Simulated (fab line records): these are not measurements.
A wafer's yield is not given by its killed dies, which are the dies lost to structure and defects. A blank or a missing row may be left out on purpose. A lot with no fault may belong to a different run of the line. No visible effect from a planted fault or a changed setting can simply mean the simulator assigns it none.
One fault seen from 3 desks | flow n5-finfet | what lay behind the numbers comes last; until then each desk has only its own

## THE DEFECT DESK
Per lot, the means of the sampled wafers with a number show what the inspections along the route counted. The brackets show how far a lot's mean lies from the usual mean; more than 4 standard deviations puts the lot out of limits, marked OUT.
Columns: A = raw-defect-count at N5_FIN_CUT_INSPECT_10, usual 43
lot  | first seen here | A
L436 | day 2 09:50     | 44
L437 | day 2 15:43     | 53
L439 | day 3 08:15     | 49
L447 | day 5 05:00     | 34
L452 | day 6 10:35     | 40
L456 | day 7 09:10     | 63
This desk's verdict: no lot among the 6 shows anything out of limits.

## FOR THE TOOL OWNER'S DESK: rie-si-02
The tool's own readings at N5_FIN_CUT_CUT_ETCH_15 (etches Si in HBr/Cl2/O2, target depth 100 nm, bt time 10 s, time 42.4 s): means of the sampled wafers that have a number, for each lot that ran on this tool. The brackets show how far a lot's mean lies from the usual mean; more than 4 standard deviations puts the lot out of limits, marked OUT.
Columns: A = drypump-motor-current-A at N5_FIN_CUT_CUT_ETCH_15, usual 6.0 A; B = mfc-cl2-sccm at N5_FIN_CUT_CUT_ETCH_15, usual 80.01 sccm; C = oes-product-au at N5_FIN_CUT_CUT_ETCH_15, usual 0.995 a.u.; D = throttle-valve-pct at N5_FIN_CUT_CUT_ETCH_15, usual 37.2 %
lot  | first seen here | A   | B     | C     | D
L437 | day 2 16:23     | 6.4 | 80.19 | 1.005 | 37.1
L452 | day 6 11:15     | 6.3 | 80.09 | 0.964 | 36.9
L456 | day 7 10:27     | 6.4 | 80.05 | 0.972 | 36.9
This desk's verdict: no lot among the 3 shows anything out of limits.

## METROLOGY DESK
Means of the sampled wafers that have a number, per lot and without regard to the tool the lot ran on: this is what the gauges read. The brackets show how far a lot's mean lies from the usual mean; more than 4 standard deviations puts the lot out of limits, marked OUT. Only the readings that lie furthest out on some lot appear, 7 of the 11 it has.
Columns: A = DIBL_N at N5_BEOL_M4_RC_MEAS_101, usual 35.9 mV/V; B = IOFF_P at N5_BEOL_M4_RC_MEAS_101, usual 0.21 nA/um; C = ION_N at N5_BEOL_M4_RC_MEAS_101, usual 672 uA/um; D = ION_P at N5_BEOL_M4_RC_MEAS_101, usual 461 uA/um; E = SS_P at N5_BEOL_M4_RC_MEAS_101, usual 73.2 mV/dec; F = VT_N at N5_BEOL_M4_RC_MEAS_101, usual 249.3 mV; G = VT_P at N5_BEOL_M4_RC_MEAS_101, usual -250 mV
lot  | first seen here | A    | B    | C   | D   | E    | F     | G
L436 | day 2 09:47     | 35.8 | 0.21 | 663 | 461 | 73.5 | 250.6 | -249
L437 | day 2 15:39     | 34.8 | 0.21 | 677 | 470 | 72.3 | 250.1 | -249
L439 | day 3 08:13     | 34.3 | 0.18 | 670 | 458 | 72.9 | 249.5 | -254
L447 | day 5 04:57     | 36.7 | 0.21 | 685 | 466 | 72.9 | 248.5 | -251
L452 | day 6 10:32     | 37.4 | 0.28 | 676 | 470 | 73.2 | 245.9 | -246
L456 | day 7 09:07     | 37.0 | 0.22 | 672 | 461 | 73.0 | 248.5 | -250
This desk's verdict: no lot among the 6 shows anything out of limits.

## PUT TOGETHER
No out-of-limits result turned up at the defect desk.
The desk of the tool owner found nothing out of limits.
The metrology desk saw nothing out of limits.

## WHAT WAS PUT IN BY THE SIMULATOR
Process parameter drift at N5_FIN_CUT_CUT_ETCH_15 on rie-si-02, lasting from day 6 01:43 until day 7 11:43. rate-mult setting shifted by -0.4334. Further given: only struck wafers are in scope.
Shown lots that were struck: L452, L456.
